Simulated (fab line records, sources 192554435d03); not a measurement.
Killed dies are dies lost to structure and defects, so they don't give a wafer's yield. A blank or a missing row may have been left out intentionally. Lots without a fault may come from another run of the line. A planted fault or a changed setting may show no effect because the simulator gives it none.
A struck lot beside a sound one :: flow n5 finfet :: 37 steps out of a route of 1938
Sound: wafers L872.1, L872.3, L872.6. Wafers struck: L866.1, L866.3, L866.5. The cause comes at the end.
At each step with rows: each side's tool, then ch and its chambers, then its first start. Under that, the readings that differ: sound wafers :: struck wafers :: difference of the means :: sigmas: that difference in standard deviations of wafers without a fault.
alike: words and numbers the same on both sides, and readings whose means are apart by under 2 such deviations; not compared: readings that were withheld, readings missing a value for some wafer, numbers with overlapping values and no deviation given by the record, and bounds like >300 which may hide the same value.
The two part at a step that has a row with sigmas, a row that says differs or no value, or rows on one side only. When numbers do not overlap yet have no deviation, they are printed without sigmas and do not part them. Lack of a reading on every wafer of one side parts them only where that side has two or more wafers.

first, 9 steps without rows for these wafers: N5_STI_FIN_REVEAL_PRECLEAN_18 (cleans in SC2, time 45 s); N5_STI_FIN_REVEAL_SRD_28 (time 30 s); N5_DUMMY_GATE_PRECLEAN_00 (cleans in O3/DIW, time 60 s); N5_DUMMY_GATE_SRD_01 (time 30 s); N5_DUMMY_GATE_ALD_02 (deposits SiO2, target thk 2 nm, pulse time 1 s); N5_DUMMY_GATE_CVD_03 (deposits a-Si from SiH4, target thk 150 nm, time 8042 s); N5_DUMMY_GATE_PRECLEAN_46 (cleans in DIW, time 89.5 s); N5_DUMMY_GATE_SRD_47 (dry time 32 s); N5_DUMMY_GATE_CMP_04 (polishes a-Si).
N5_DUMMY_GATE_HM_DEP_06: deposits SiNx from DCS/NH3, target thk 80 nm, time 5141 s.
  sound on lpcvd-01 ch 0/40,0/50,0/64, day 8 00:36; struck on lpcvd-02 ch 0/65,0/75,0/84, day 6 14:22
reading: model.SiNx_of_DUMMY_GATE_HM_DEP_06.thk nm (nm)
sound: 80.2 79.8 80
struck: 56.6 56.4 56.4
difference: -23.5
sigmas: 
then, 24 steps without rows for these wafers: N5_DUMMY_GATE_PECVD_30 (deposits SiO2 from TEOS/O2, target thk 55 nm, time 10.8 s); N5_DUMMY_GATE_COAT_34 (time 60 s, resist thk 60 nm); N5_DUMMY_GATE_COAT_35 (time 60 s, resist thk 10 nm); N5_DUMMY_GATE_COAT_28 (time 60 s, resist thk 10 nm); N5_DUMMY_GATE_COAT_09 (resist thk 30 nm); N5_DUMMY_GATE_EBR_11; N5_DUMMY_GATE_SOFTBAKE_10 (time 60 s); N5_DUMMY_GATE_EXPOSE_12 (exposes mask GATE, target cd 25 nm); N5_DUMMY_GATE_PEB_13 (peb time 60 s); N5_DUMMY_GATE_DEVELOP_14 (develop time 30 s); N5_DUMMY_GATE_DESCUM_20 (chemistry O2, time 6.2 s); N5_DUMMY_GATE_ETCH_29 (etches underlayer in N2/H2, target depth 13 nm); N5_DUMMY_GATE_ETCH_36 (etches SiARC in CF4, target depth 13 nm); N5_DUMMY_GATE_ETCH_37 (etches SOC in N2/H2, target depth 60 nm, overetch 30 nm); N5_DUMMY_GATE_STRIP_38 (strips in N2/H2); N5_DUMMY_GATE_STRIP_39 (strips in N2/H2); N5_DUMMY_GATE_TRIM_49 (chemistry O2, time 29 s, target cd 14 nm); N5_DUMMY_GATE_STRIP_40 (strips in CF4); N5_DUMMY_GATE_ETCH_31 (etches SiO2 in C4F6/O2, target depth 82.5 nm, time 27.5 s); N5_DUMMY_GATE_STRIP_41 (strips in O2); N5_DUMMY_GATE_HM_OPEN_21 (chemistry CH3F/O2, target SiNx, target depth 120 nm, time 171.4 s); N5_DUMMY_GATE_ETCH_32 (etches SiO2 in CF4, target depth 3.5 nm, time 3.9 s); N5_DUMMY_GATE_ETCH_23 (etches poly-Si in HBr/Cl2/O2, target depth 41 nm, time 22.3 s); N5_DUMMY_GATE_ETCH_44 (etches poly-Si in HBr/O2, stops on SiO2, target depth 127.5 nm).
N5_ILD0_CMP_03: polishes, stops on SiNx, t overpolish 1.9 s, target thk 197.38 nm.
  sound on cmp-03 ch 0,2,3, day 8 19:37; struck on cmp-02 ch 0,1,2, day 7 10:25
reading: model.SiNx_of_DUMMY_GATE_HM_DEP_06.thk nm (nm)
sound: 77.2 76.8 77
struck: 53.6 53.4 53.4
difference: -23.5
sigmas: 
  alike: edge zone pressure frac, motor current A, overpolish run s, slurry flow ml min, time to endpoint s
-- the record jumps here: 4 days lie between the struck wafers' starts before and after (it left off in module ILD0 and takes up again in module BEOL_M4, whose first step shown is number 1111 of the route) --
N5_BEOL_M4_RC_MEAS_101:
  sound on prober-02 ch 0, day 13 03:35; struck on prober-02 ch 0, day 11 14:55
reading: IOFF_P (nA/um)
sound: 0.24 0.21 0.21
struck: 0.14 0.15 0.15
difference: -0.07
sigmas: -2

reading: VT_P (mV)
sound: -249 -248 -252
struck: -257 -258 -258
difference: -8
sigmas: -2
  alike: DIBL_N, DIBL_P, IOFF_N, ION_N, ION_P, SS_N, SS_P, VT_N
then, 1 step without rows for these wafers: N5_PASSIVATION_PROBE_49.

== WHERE THEY PART ==
N5_BEOL_M4_RC_MEAS_101 only, going by this record.

WHY: what had been put in by the simulator
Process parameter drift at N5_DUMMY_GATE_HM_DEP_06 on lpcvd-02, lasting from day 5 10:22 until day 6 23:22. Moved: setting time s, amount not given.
